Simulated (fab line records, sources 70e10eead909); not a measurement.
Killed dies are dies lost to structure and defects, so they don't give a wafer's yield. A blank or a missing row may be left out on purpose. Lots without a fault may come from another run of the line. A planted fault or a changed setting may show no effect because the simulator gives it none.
One fault seen from 2 desks | flow nand_harc | each desk has only its own numbers; what lay behind them comes last

THE TOOL OWNER'S DESK: litho_track-04
The tool's own readings at NHARC_P_M1_PEB_07 (peb time 65 s): means of the sampled wafers that have a number, for each lot that ran on this tool. A lot is out of limits, marked OUT, if its mean lies more than 4 standard deviations from the usual mean; the brackets give that distance.
Columns: A = exhaust_pa at NHARC_P_M1_PEB_07, usual 45.1 Pa; B = plate_temp_C at NHARC_P_M1_PEB_07, usual 100.03 C
lot  | first seen here | A    | B
L346 | day 6 16:10     | 45.6 | 100.03
L351 | day 8 14:30     | 44.8 | 99.98
L350 | day 8 15:46     | 44.3 | 99.95
L352 | day 9 02:07     | 45.4 | 100.05
L365 | day 14 17:02    | 45.7 | 100.18
L366 | day 14 17:41    | 46.9 | 99.94
This desk's finding: nothing out of limits on any of the 6 lots.

THE METROLOGY DESK
What the gauges read, lot by lot, whatever tool the lot ran on: means of the sampled wafers that have a number. A lot is out of limits, marked OUT, if its mean lies more than 4 standard deviations from the usual mean; the brackets give that distance.
Columns: A = cd_nm at NHARC_P_M1_CD_MEAS_09, usual 130.2 nm
lot  | first seen here | A
L345 | day 6 01:18     | 130.2
L346 | day 6 16:15     | 130.2
L348 | day 7 10:46     | 130.0
L349 | day 8 02:08     | 130.3
L351 | day 8 14:35     | 129.7
L350 | day 8 15:51     | 130.2
L352 | day 9 02:12     | 130.3
L353 | day 9 19:25     | 129.7
L356 | day 11 07:28    | 130.5
L365 | day 14 17:07    | 133.9 (+5.9) OUT
L366 | day 14 17:46    | 137.3 (+11) OUT
L367 | day 15 08:39    | 130.5
This desk's finding: out of limits on L365, L366; first on L365, day 14 17:07 (cd_nm at NHARC_P_M1_CD_MEAS_09). In limits: L345, L346, L348, L349, L351, L350, L352, L353, L356, L367.

PUT TOGETHER
The metrology desk could have raised an alarm at day 14 17:07, on L365, L366.
The tool owner's desk saw nothing out of limits.
The tool owner's desk has L365, L366 on record, within its limits.
Of the lots named, all ran NHARC_P_M1_PEB_07 on litho_track-04.

WHAT THE SIMULATOR HAD PUT IN
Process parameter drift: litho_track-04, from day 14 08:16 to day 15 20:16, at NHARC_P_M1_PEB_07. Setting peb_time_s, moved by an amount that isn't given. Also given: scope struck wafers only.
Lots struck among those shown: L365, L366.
Hours from the fault's start to each desk's first reading out of limits: the metrology desk, 9.
